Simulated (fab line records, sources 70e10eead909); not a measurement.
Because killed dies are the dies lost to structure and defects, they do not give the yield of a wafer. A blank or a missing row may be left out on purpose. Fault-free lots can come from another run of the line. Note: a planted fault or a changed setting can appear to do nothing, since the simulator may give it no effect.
Problem report, 8D (eight disciplines) form, completed by code	flow nandHarc	the parts of the form that need people (team, actions taken, sign-off) are left out

== 1. PROBLEM STATEMENT ==
At NHARC_END_SORT_01, killedAtArray averages 655 over 4 wafers from 2 lots, while fault-free wafers read 24, standard deviation 7.4. Relative to the usual mean, that is a shift of +85 standard deviations.
First observed at day 21 20:41: wafer L380.5, on prober-01. The record holds 6 wafers of 2 lots with a number at this step. Rule for "out" (also "out of limits"): further than 4 standard deviations from the usual mean. The other wafers with a number count as sound.

== 2. WHAT IT IS AND WHAT IT IS NOT ==
question	is	is not
which readings at this step	killedAtArray, killedDies	killedAtOther, killedOpen, killedShort
which lots	L380, L383	-
which wafers of those lots	L380.5, L383.2, L383.3, L383.5	L380.1, L380.6
read on which gauges	prober-01	-
when	from day 21 20:41	up to then (1 sound wafer); but 1 sound wafer of L380 came after

== 3. THE SUSPECTS, EACH WITH WHAT RULES IT OUT ==
Counting: if a tool at a process step up to the reading ran every lot that is out, it stays a suspect. Sound lots after the first of them don't rule it out here, since some wafers of a struck lot are sound.
- the gauge at NHARC_END_SORT_01 has been ruled out. All the wafers that are out were read on prober-01, but those of them that NHARC_A_WL_FILL_ETCHBACK_04 has rows for are out there too, on other tools.
- rieMetal-02 at NHARC_A_WL_FILL_ETCHBACK_04 (etches the open film in NF3, target depth 60 nm, time 120 s): kept. It ran every lot that is out, first L380 (day 17 15:39). Its own readings are out on those wafers: runLengthS.
- plasmaAsher-01 at NHARC_A_WL_FILL_STRIP_27 (strips in N2/H2, time 20 s): kept. It ran every lot that is out, first L380 (day 17 16:04).
- Within rieMetal-02 at NHARC_A_WL_FILL_ETCHBACK_04, the wafers that are out were processed in chamber 0 and their sound lot-mates in chamber 1.
The count leaves plasmaAsher-01 at NHARC_A_WL_FILL_STRIP_27 and rieMetal-02 at NHARC_A_WL_FILL_ETCHBACK_04.

== 4. THE CAUSE (what the simulator had put in) ==
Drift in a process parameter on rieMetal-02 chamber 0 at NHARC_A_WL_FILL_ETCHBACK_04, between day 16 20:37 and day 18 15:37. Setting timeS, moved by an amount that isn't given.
Counting leaves 2 suspects; this tool is one of them.

== 5. THE EFFECT CHAIN, in route order ==
Each row: a reading whose mean over the struck wafers that have a number lies more than 3 standard deviations from the usual. Readings are gone through only where the record gives a usual standard deviation; hours: the median, over the lots, of the time from a lot's start at the first step in this table giving one to that lot's start at this step; sigmas: the change measured in usual standard deviations.
hours	step	reading	usual	on struck wafers	change	sigmas
0	NHARC_A_WL_FILL_ETCHBACK_04	runLengthS	141.3 s	98.3	-43.0	-95
101	NHARC_END_SORT_01	killedAtArray	24	655	+631	+85
101	NHARC_END_SORT_01	killedDies	28	660	+632	+79
Process steps it contains:
- NHARC_A_WL_FILL_ETCHBACK_04: etches the open film in NF3, target depth 60 nm, time 120 s.

== 6. HOW IT WOULD HAVE BEEN CAUGHT EARLIER ==
Counted from the fault's start at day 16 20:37, it took 120 hours until the first out-of-limits reading at a measuring or inspecting step in this record, taken at day 21 20:41.
The tool's own readings at NHARC_A_WL_FILL_ETCHBACK_04 were out on every struck wafer that the step has a row for (runLengthS): an alarm limit on them would have fired on the first of those.
By day 21 20:41, every lot that is out (2) had started NHARC_A_WL_FILL_ETCHBACK_04 on rieMetal-02. Had the tool been put on hold then, not one of them would have been saved.
